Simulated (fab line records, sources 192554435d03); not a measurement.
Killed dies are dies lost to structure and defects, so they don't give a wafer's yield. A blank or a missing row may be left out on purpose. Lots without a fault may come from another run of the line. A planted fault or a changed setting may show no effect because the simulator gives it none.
Which tool did it? | flow n5_finfet | 20 lots, 60 wafers sampled, at 6 steps of a route of 1938

WHAT THE GAUGES READ, wafer by wafer
The record holds no reading of a measuring or inspecting step that can be judged against a usual standard deviation.

WHICH TOOL RAN EACH LOT (tool, then ch and the chambers of the sampled wafers, then the start)
lot  | N5_BEOL_M9_ETCH_61                 | N5_BEOL_M9_STRIP_36                | N5_BEOL_M9_ETCH_41                            | N5_BEOL_M9_STRIP_80                           | N5_BEOL_M9_DEGAS_44          | N5_BEOL_M10_ETCH_61
L074 | rie_diel-04 ch 0,1,2, day 11 13:56 | rie_diel-02 ch 0,1,2, day 11 15:58 | rie_diel-02 ch 0,1,2, day 11 17:04 or earlier | rie_diel-02 ch 0,1,2, day 11 17:04 or earlier | pvd_sputter-03, day 11 17:04 | rie_diel-01 ch 1,2,3, day 11 22:23
L075 | rie_diel-02 ch 1,3, day 11 17:13   | rie_diel-04 ch 0,3, day 11 18:33   | rie_diel-04 ch 0,3, day 11 20:31 or earlier   | rie_diel-04 ch 0,3, day 11 20:31 or earlier   | pvd_sputter-02, day 11 20:31 | rie_diel-05 ch 0,3, day 12 00:22
L077 | rie_diel-02 ch 2,3, day 11 21:19   | rie_diel-04 ch 0,1,2, day 11 22:37 | rie_diel-04 ch 0,1,2, day 11 23:23 or earlier | rie_diel-04 ch 0,1,2, day 11 23:23 or earlier | pvd_sputter-01, day 11 23:23 | rie_diel-03 ch 2,3, day 12 08:10
L078 | rie_diel-02 ch 0,2, day 12 05:47   | rie_diel-02 ch 0,3, day 12 08:04   | rie_diel-02 ch 0,3, day 12 09:10 or earlier   | rie_diel-02 ch 0,3, day 12 09:10 or earlier   | pvd_sputter-02, day 12 09:10 | rie_diel-01 ch 0,2,3, day 12 13:38
L079 | rie_diel-02 ch 1,2,3, day 12 16:40 | rie_diel-04 ch 0,2,3, day 12 19:59 | rie_diel-04 ch 0,2,3, day 12 21:10 or earlier | rie_diel-04 ch 0,2,3, day 12 21:10 or earlier | pvd_sputter-02, day 12 21:10 | rie_diel-05 ch 0,1,3, day 13 01:31
L080 | rie_diel-06 ch 1,2,3, day 13 00:13 | rie_diel-02 ch 0,1,3, day 13 01:22 | rie_diel-02 ch 0,1,3, day 13 02:35 or earlier | rie_diel-02 ch 0,1,3, day 13 02:35 or earlier | pvd_sputter-02, day 13 02:35 | rie_diel-01 ch 0,1,2, day 13 06:35
L082 | rie_diel-02 ch 0,1,3, day 13 02:12 | rie_diel-02 ch 1,2,3, day 13 03:26 | rie_diel-02 ch 1,2,3, day 13 05:40 or earlier | rie_diel-02 ch 1,2,3, day 13 05:40 or earlier | pvd_sputter-01, day 13 05:40 | rie_diel-01 ch 1,2,3, day 13 09:28
L083 | rie_diel-02 ch 0,1,2, day 13 10:40 | rie_diel-06 ch 0,2,3, day 13 13:37 | rie_diel-06 ch 0,2,3, day 13 14:54 or earlier | rie_diel-06 ch 0,2,3, day 13 14:54 or earlier | pvd_sputter-01, day 13 14:54 | rie_diel-03 ch 1,2, day 13 20:04
L084 | rie_diel-04 ch 0,2,3, day 13 22:38 | rie_diel-06 ch 0,1,3, day 14 02:41 | rie_diel-06 ch 0,1,3, day 14 03:42 or earlier | rie_diel-06 ch 0,1,3, day 14 03:42 or earlier | pvd_sputter-03, day 14 03:42 | rie_diel-01 ch 1,2, day 14 09:44
L087 | rie_diel-06 ch 2,3, day 14 04:19   | rie_diel-06 ch 1,2,3, day 14 08:55 | rie_diel-06 ch 1,2,3, day 14 10:01 or earlier | rie_diel-06 ch 1,2,3, day 14 10:01 or earlier | pvd_sputter-01, day 14 10:01 | rie_diel-05 ch 0,1, day 14 17:59
L086 | rie_diel-02 ch 0,2,3, day 14 10:16 | rie_diel-04 ch 1,2,3, day 14 12:10 | rie_diel-04 ch 1,2,3, day 14 13:16 or earlier | rie_diel-04 ch 1,2,3, day 14 13:16 or earlier | pvd_sputter-02, day 14 13:16 | rie_diel-01 ch 2,3, day 14 18:13
L088 | rie_diel-02 ch 0,1,3, day 14 22:45 | rie_diel-06 ch 1,3, day 14 23:57   | rie_diel-06 ch 1,3, day 15 02:39 or earlier   | rie_diel-06 ch 1,3, day 15 02:39 or earlier   | pvd_sputter-03, day 15 02:39 | rie_diel-03 ch 0,1,2, day 15 07:06
L090 | rie_diel-02 ch 0,1,3, day 15 01:19 | rie_diel-02 ch 1,2,3, day 15 02:42 | rie_diel-02 ch 1,2,3, day 15 03:25 or earlier | rie_diel-02 ch 1,2,3, day 15 03:25 or earlier | pvd_sputter-02, day 15 03:25 | rie_diel-01 ch 1,2, day 15 07:17
L091 | rie_diel-02 ch 0,1,3, day 15 16:07 | rie_diel-02 ch 1,2,3, day 15 22:47 | rie_diel-02 ch 1,2,3, day 15 23:46 or earlier | rie_diel-02 ch 1,2,3, day 15 23:46 or earlier | pvd_sputter-01, day 15 23:46 | rie_diel-01 ch 1,2,3, day 16 07:56
L092 | rie_diel-06 ch 1,2, day 15 23:46   | rie_diel-04 ch 0,1,3, day 16 01:56 | rie_diel-04 ch 0,1, day 16 02:44 or earlier   | rie_diel-04 ch 0,1, day 16 02:44 or earlier   | pvd_sputter-03, day 16 02:44 | rie_diel-05 ch 0,2, day 16 08:22
L093 | rie_diel-04 ch 0,3, day 16 07:50   | rie_diel-02 ch 1,2,3, day 16 11:00 | rie_diel-02 ch 1,2,3, day 16 11:44 or earlier | rie_diel-02 ch 1,2,3, day 16 11:44 or earlier | pvd_sputter-01, day 16 11:44 | rie_diel-01 ch 1,2, day 16 18:28
L094 | rie_diel-02 ch 0,1,3, day 16 08:14 | rie_diel-02 ch 0,1,3, day 16 10:35 | rie_diel-02 ch 0,1,3, day 16 11:37 or earlier | rie_diel-02 ch 0,1,3, day 16 11:37 or earlier | pvd_sputter-01, day 16 11:37 | rie_diel-05 ch 2,3, day 16 18:38
L095 | rie_diel-06 ch 0,1,3, day 16 08:35 | rie_diel-06 ch 0,1,2, day 16 11:03 | rie_diel-06 ch 0,1,2, day 16 12:29 or earlier | rie_diel-06 ch 0,1,2, day 16 12:29 or earlier | pvd_sputter-03, day 16 12:29 | rie_diel-03 ch 1,2,3, day 16 18:50
L096 | rie_diel-04 ch 0,1,3, day 16 08:48 | rie_diel-04 ch 0,1,3, day 16 11:08 | rie_diel-04 ch 0,1,3, day 16 12:31 or earlier | rie_diel-04 ch 0,1,3, day 16 12:31 or earlier | pvd_sputter-01, day 16 12:31 | rie_diel-05 ch 1,2,3, day 16 19:00
L097 | rie_diel-06 ch 0,2, day 17 05:02   | rie_diel-04 ch 2,3, day 17 06:25   | rie_diel-04 ch 2,3, day 17 07:15 or earlier   | rie_diel-04 ch 2,3, day 17 07:15 or earlier   | pvd_sputter-03, day 17 07:15 | rie_diel-05 ch 0,2,3, day 17 10:53
- N5_BEOL_M9_ETCH_61: etches SiARC in CF4, target depth 39 nm, time 65 s.
- N5_BEOL_M9_STRIP_36: strips in N2/H2.
- N5_BEOL_M9_ETCH_41: etches SiCN in CH3F/O2, target depth 36.6 nm, time 70.1 s.
- N5_BEOL_M9_STRIP_80: strips in N2/H2, time 10 s.
- N5_BEOL_M9_DEGAS_44: time 60 s.
- N5_BEOL_M10_ETCH_61: etches SiARC in CF4, target depth 39 nm, time 65 s.

WHAT THE TOOLS THEMSELVES READ (means of the sampled wafers that have a number; where no wafer has one, the mark that the record gives instead)
N5_BEOL_M9_ETCH_61. Usual: drypump_motor_current_A 5.9 A, standard deviation 0.61; etch_rf_on_time_s 65.1 s, standard deviation 2; oes_product_au 0.66 a.u., standard deviation 0.049; rf_vpp_V 184.0 V, standard deviation 1.1; showerhead_plenum_p_Torr 2.12 Torr, standard deviation 0.057; throttle_valve_pct 15.64 %, standard deviation 0.22.
lot  | tool        | drypump_motor_current_A (A) | etch_rf_on_time_s (s) | oes_product_au (a.u.) | rf_vpp_V (V) | showerhead_plenum_p_Torr (Torr) | throttle_valve_pct (%) | flag
L074 | rie_diel-04 | 5.4                         | 65.0                  | 0.69                  | 183.2        | 2.10                            | 15.63                  |
L075 | rie_diel-02 | 6.5                         | 64.2                  | 0.64                  | 184.4        | 2.16                            | 15.57                  |
L077 | rie_diel-02 | 6.7                         | 65.1                  | 0.67                  | 183.6        | 2.07                            | 15.77                  |
L078 | rie_diel-02 | 6.1                         | 66.3                  | 0.68                  | 183.1        | 2.10                            | 15.44                  |
L079 | rie_diel-02 | 6.6                         | 65.2                  | 0.65                  | 183.7        | 2.12                            | 15.60                  |
L080 | rie_diel-06 | 5.5                         | 66.7                  | 0.61                  | 184.9        | 2.12                            | 15.86                  |
L082 | rie_diel-02 | 6.2                         | 63.5                  | 0.68                  | 184.9        | 2.14                            | 15.58                  |
L083 | rie_diel-02 | 6.1                         | 66.4                  | 0.66                  | 184.5        | 2.14                            | 15.43                  |
L084 | rie_diel-04 | 5.6                         | 65.8                  | 0.65                  | 182.6        | 2.06                            | 15.72                  |
L087 | rie_diel-06 | 5.5                         | 65.4                  | 0.63                  | 183.0        | 2.07                            | 15.80                  |
L086 | rie_diel-02 | 6.2                         | 66.2                  | 0.67                  | 183.6        | 2.09                            | 15.63                  |
L088 | rie_diel-02 | 6.2                         | 64.0                  | 0.66                  | 184.1        | 2.13                            | 15.61                  |
L090 | rie_diel-02 | 6.2                         | 64.5                  | 0.66                  | 184.1        | 2.13                            | 15.62                  |
L091 | rie_diel-02 | 6.2                         | 63.8                  | 0.65                  | 184.9        | 2.13                            | 15.63                  |
L092 | rie_diel-06 | 5.9                         | 66.9                  | 0.59                  | 183.2        | 2.14                            | 15.97                  |
L093 | rie_diel-04 | 5.7                         | 65.0                  | 0.66                  | 183.5        | 2.07                            | 15.77                  |
L094 | rie_diel-02 | 6.2                         | 64.0                  | 0.65                  | 184.9        | 2.13                            | 15.64                  |
L095 | rie_diel-06 | 5.8                         | 66.8                  | 0.62                  | 184.4        | 2.16                            | 15.78                  |
L096 | rie_diel-04 | 5.6                         | 63.8                  | 0.68                  | 183.2        | 2.10                            | 15.72                  |
L097 | rie_diel-06 | 6.0                         | 63.8                  | 0.65                  | 183.8        | 2.07                            | 15.73                  |

N5_BEOL_M9_STRIP_36. Usual: drypump_motor_current_A 5.9 A, standard deviation 0.61; oes_product_au 0.77 a.u., standard deviation 0.069; rf_vpp_V 59.1 V, standard deviation 1.4; showerhead_plenum_p_Torr 2.51 Torr, standard deviation 0.083; throttle_valve_pct 23.7 %, standard deviation 0.3.
lot  | tool        | drypump_motor_current_A (A) | oes_product_au (a.u.) | rf_vpp_V (V) | showerhead_plenum_p_Torr (Torr) | throttle_valve_pct (%) | flag
L074 | rie_diel-02 | 6.1                         | 0.79                  | 58.8         | 2.56                            | 23.5                   |
L075 | rie_diel-04 | 5.7                         | 0.80                  | 57.8         | 2.44                            | 23.6                   |
L077 | rie_diel-04 | 5.5                         | 0.80                  | 59.0         | 2.47                            | 23.4                   |
L078 | rie_diel-02 | 5.9                         | 0.81                  | 58.9         | 2.53                            | 23.9                   |
L079 | rie_diel-04 | 5.6                         | 0.76                  | 58.6         | 2.43                            | 23.5                   |
L080 | rie_diel-02 | 6.2                         | 0.78                  | 61.1         | 2.56                            | 23.8                   |
L082 | rie_diel-02 | 6.6                         | 0.76                  | 58.3         | 2.52                            | 23.8                   |
L083 | rie_diel-06 | 5.7                         | 0.77                  | 59.3         | 2.51                            | 23.7                   |
L084 | rie_diel-06 | 5.8                         | 0.74                  | 59.1         | 2.58                            | 23.9                   |
L087 | rie_diel-06 | 5.5                         | 0.70                  | 59.7         | 2.52                            | 23.9                   |
L086 | rie_diel-04 | 5.3                         | 0.75                  | 58.4         | 2.45                            | 23.5                   |
L088 | rie_diel-06 | 5.3                         | 0.70                  | 60.1         | 2.55                            | 23.9                   |
L090 | rie_diel-02 | 6.6                         | 0.75                  | 58.8         | 2.52                            | 23.8                   |
L091 | rie_diel-02 | 6.6                         | 0.74                  | 59.8         | 2.51                            | 23.8                   |
L092 | rie_diel-04 | 5.6                         | 0.80                  | 59.5         | 2.47                            | 23.7                   |
L093 | rie_diel-02 | 6.6                         | 0.73                  | 59.0         | 2.51                            | 23.8                   |
L094 | rie_diel-02 | 6.2                         | 0.74                  | 59.5         | 2.55                            | 23.8                   |
L095 | rie_diel-06 | 6.1                         | 0.73                  | 58.2         | 2.53                            | 23.9                   |
L096 | rie_diel-04 | 5.6                         | 0.79                  | 59.3         | 2.47                            | 23.7                   |
L097 | rie_diel-04 | 5.3                         | 0.90                  | 60.2         | 2.60                            | 23.4                   |

N5_BEOL_M9_ETCH_41. Usual: O2_flow_sccm 20.00 sccm, standard deviation 0.058; drypump_motor_current_A 5.9 A, standard deviation 0.6; oes_product_au 0.77 a.u., standard deviation 0.068; rf_vpp_V 296.9 V, standard deviation 1.6; showerhead_plenum_p_Torr 1.97 Torr, standard deviation 0.059; throttle_valve_pct 16.36 %, standard deviation 0.21.
lot  | tool        | O2_flow_sccm (sccm) | drypump_motor_current_A (A) | oes_product_au (a.u.) | rf_vpp_V (V) | showerhead_plenum_p_Torr (Torr) | throttle_valve_pct (%) | flag
L074 | rie_diel-02 | 19.99               | 6.1                         | 0.78                  | 297.9        | 2.01                            | 16.11                  |
L075 | rie_diel-04 | 19.97               | 5.7                         | 0.80                  | 295.7        | 1.93                            | 16.39                  |
L077 | rie_diel-04 | 20.02               | 5.4                         | 0.80                  | 296.4        | 1.95                            | 16.34                  |
L078 | rie_diel-02 | 19.93               | 5.8                         | 0.83                  | 296.9        | 1.98                            | 16.26                  |
L079 | rie_diel-04 | 20.00               | 5.6                         | 0.77                  | 295.8        | 1.92                            | 16.40                  |
L080 | rie_diel-02 | 20.02               | 6.2                         | 0.78                  | 297.4        | 2.00                            | 16.27                  |
L082 | rie_diel-02 | 19.93               | 6.6                         | 0.76                  | 298.2        | 1.98                            | 16.34                  |
L083 | rie_diel-06 | 19.99               | 5.7                         | 0.77                  | 296.8        | 1.98                            | 16.38                  |
L084 | rie_diel-06 | 20.00               | 5.8                         | 0.74                  | 297.9        | 2.02                            | 16.45                  |
L087 | rie_diel-06 | 20.03               | 5.5                         | 0.71                  | 296.8        | 1.98                            | 16.55                  |
L086 | rie_diel-04 | 19.98               | 5.3                         | 0.75                  | 298.0        | 1.94                            | 16.44                  |
L088 | rie_diel-06 | 19.97               | 5.3                         | 0.69                  | 298.3        | 2.01                            | 16.58                  |
L090 | rie_diel-02 | 20.04               | 6.6                         | 0.74                  | 297.1        | 1.97                            | 16.36                  |
L091 | rie_diel-02 | 20.00               | 6.6                         | 0.74                  | 295.5        | 1.97                            | 16.38                  |
L092 | rie_diel-04 | 20.00               | 5.7                         | 0.83                  | 296.3        | 1.97                            | 16.32                  |
L093 | rie_diel-02 | 20.01               | 6.6                         | 0.74                  | 297.1        | 1.97                            | 16.38                  |
L094 | rie_diel-02 | 19.98               | 6.2                         | 0.76                  | 296.3        | 1.99                            | 16.33                  |
L095 | rie_diel-06 | 20.02               | 6.1                         | 0.74                  | 297.2        | 1.98                            | 16.45                  |
L096 | rie_diel-04 | 19.98               | 5.6                         | 0.80                  | 296.5        | 1.95                            | 16.40                  |
L097 | rie_diel-04 | 19.99               | 5.3                         | 0.89                  | 298.7        | 2.06                            | 16.24                  |

N5_BEOL_M9_STRIP_80. Usual: drypump_motor_current_A 5.9 A, standard deviation 0.61; oes_product_au 0.77 a.u., standard deviation 0.069; rf_vpp_V 59.0 V, standard deviation 0.87; showerhead_plenum_p_Torr 2.51 Torr, standard deviation 0.083; throttle_valve_pct 23.7 %, standard deviation 0.3.
lot  | tool        | drypump_motor_current_A (A) | oes_product_au (a.u.) | rf_vpp_V (V) | showerhead_plenum_p_Torr (Torr) | throttle_valve_pct (%) | flag
L074 | rie_diel-02 | 6.1                         | 0.78                  | 58.5         | 2.56                            | 23.5                   |
L075 | rie_diel-04 | 5.7                         | 0.80                  | 58.5         | 2.44                            | 23.7                   |
L077 | rie_diel-04 | 5.4                         | 0.80                  | 58.4         | 2.47                            | 23.4                   |
L078 | rie_diel-02 | 5.9                         | 0.82                  | 58.7         | 2.53                            | 23.9                   |
L079 | rie_diel-04 | 5.6                         | 0.77                  | 58.8         | 2.43                            | 23.5                   |
L080 | rie_diel-02 | 6.2                         | 0.77                  | 59.3         | 2.56                            | 23.8                   |
L082 | rie_diel-02 | 6.6                         | 0.76                  | 59.7         | 2.52                            | 23.8                   |
L083 | rie_diel-06 | 5.7                         | 0.77                  | 59.6         | 2.51                            | 23.7                   |
L084 | rie_diel-06 | 5.8                         | 0.74                  | 59.9         | 2.58                            | 23.8                   |
L087 | rie_diel-06 | 5.6                         | 0.70                  | 58.4         | 2.52                            | 23.9                   |
L086 | rie_diel-04 | 5.3                         | 0.74                  | 58.3         | 2.45                            | 23.6                   |
L088 | rie_diel-06 | 5.3                         | 0.69                  | 58.3         | 2.55                            | 23.9                   |
L090 | rie_diel-02 | 6.6                         | 0.74                  | 58.4         | 2.52                            | 23.8                   |
L091 | rie_diel-02 | 6.6                         | 0.74                  | 58.5         | 2.51                            | 23.8                   |
L092 | rie_diel-04 | 5.7                         | 0.82                  | 58.8         | 2.49                            | 23.6                   |
L093 | rie_diel-02 | 6.6                         | 0.73                  | 59.2         | 2.51                            | 23.8                   |
L094 | rie_diel-02 | 6.2                         | 0.76                  | 59.4         | 2.55                            | 23.9                   |
L095 | rie_diel-06 | 6.0                         | 0.74                  | 59.5         | 2.53                            | 23.9                   |
L096 | rie_diel-04 | 5.6                         | 0.78                  | 58.9         | 2.47                            | 23.7                   |
L097 | rie_diel-04 | 5.3                         | 0.90                  | 59.0         | 2.60                            | 23.4                   |

N5_BEOL_M9_DEGAS_44. Usual: heater_power_w 318 W, standard deviation 37.
lot  | tool           | heater_power_w (W) | flag
L074 | pvd_sputter-03 | 312                |
L075 | pvd_sputter-02 | 299                |
L077 | pvd_sputter-01 | 343                |
L078 | pvd_sputter-02 | 299                |
L079 | pvd_sputter-02 | 292                |
L080 | pvd_sputter-02 | 289                |
L082 | pvd_sputter-01 | 347                |
L083 | pvd_sputter-01 | 350                |
L084 | pvd_sputter-03 | 313                |
L087 | pvd_sputter-01 | 303                |
L086 | pvd_sputter-02 | 286                |
L088 | pvd_sputter-03 | 312                |
L090 | pvd_sputter-02 | 305                |
L091 | pvd_sputter-01 | 313                |
L092 | pvd_sputter-03 | 325                |
L093 | pvd_sputter-01 | 346                |
L094 | pvd_sputter-01 | 344                |
L095 | pvd_sputter-03 | 325                |
L096 | pvd_sputter-01 | 329                |
L097 | pvd_sputter-03 | 315                |

N5_BEOL_M10_ETCH_61. Usual: drypump_motor_current_A 5.7 A, standard deviation 0.42; etch_rf_on_time_s 64.5 s, standard deviation 1.8; oes_product_au 0.70 a.u., standard deviation 0.053; rf_vpp_V 184.2 V, standard deviation 1.5; showerhead_plenum_p_Torr 2.15 Torr, standard deviation 0.098; throttle_valve_pct 15.59 %, standard deviation 0.2.
lot  | tool        | drypump_motor_current_A (A) | etch_rf_on_time_s (s) | oes_product_au (a.u.) | rf_vpp_V (V) | showerhead_plenum_p_Torr (Torr) | throttle_valve_pct (%) | flag
L074 | rie_diel-01 | 5.8                         | 62.4                  | 0.74                  | 183.7        | 2.15                            | 15.54                  |
L075 | rie_diel-05 | 5.5                         | 64.1                  | 0.70                  | 183.0        | 2.05                            | 15.80                  |
L077 | rie_diel-03 | 6.2                         | 65.6                  | 0.67                  | 185.0        | 2.16                            | 15.49                  |
L078 | rie_diel-01 | 5.7                         | 63.7                  | 0.73                  | 184.1        | 2.15                            | 15.59                  |
L079 | rie_diel-05 | 5.5                         | 64.7                  | 0.71                  | 183.5        | 2.08                            | 15.68                  |
L080 | rie_diel-01 | 5.5                         | 64.0                  | 0.72                  | 182.7        | 2.08                            | 15.46                  |
L082 | rie_diel-01 | 5.8                         | 63.9                  | 0.72                  | 184.3        | 2.14                            | 15.59                  |
L083 | rie_diel-03 | 5.5                         | 64.4                  | 0.72                  | 185.3        | 2.24                            | 15.53                  |
L084 | rie_diel-01 | 5.3                         | 62.8                  | 0.73                  | 183.6        | 2.08                            | 15.40                  |
L087 | rie_diel-05 | 5.5                         | 66.2                  | 0.65                  | 182.5        | 2.01                            | 15.81                  |
L086 | rie_diel-01 | 5.5                         | 63.4                  | 0.72                  | 184.1        | 2.14                            | 15.54                  |
L088 | rie_diel-03 | 5.6                         | 64.7                  | 0.72                  | 186.2        | 2.25                            | 15.47                  |
L090 | rie_diel-01 | 5.6                         | 63.7                  | 0.71                  | 183.1        | 2.08                            | 15.48                  |
L091 | rie_diel-01 | 5.8                         | 63.2                  | 0.70                  | 183.8        | 2.13                            | 15.63                  |
L092 | rie_diel-05 | 5.6                         | 65.7                  | 0.65                  | 184.0        | 2.14                            | 15.71                  |
L093 | rie_diel-01 | 5.6                         | 63.5                  | 0.70                  | 183.1        | 2.07                            | 15.52                  |
L094 | rie_diel-05 | 5.6                         | 65.8                  | 0.68                  | 185.0        | 2.21                            | 15.60                  |
L095 | rie_diel-03 | 5.8                         | 65.7                  | 0.74                  | 184.7        | 2.19                            | 15.41                  |
L096 | rie_diel-05 | 5.6                         | 66.0                  | 0.69                  | 183.9        | 2.17                            | 15.62                  |
L097 | rie_diel-05 | 5.6                         | 64.5                  | 0.67                  | 183.7        | 2.12                            | 15.75                  |

THE ANSWER, worked out from the rows above alone
Rule: a lot is off if the mean of its wafers that have a number lies more than 3 standard deviations from the usual mean. A lot without any number at a reading at which 4 lots or more have one is off too. The other lots that the step has rows for count as sound. The gauges are gone through in route order, then the tools' own readings, and for those a lot's mean is taken as printed above. The first step at which some lot is off is used, and at that step the reading that is off furthest; a lot without a number counts as furthest.
No lot is off at any reading shown: from this, nothing can be told.

WHAT THE SIMULATOR HAD PUT IN
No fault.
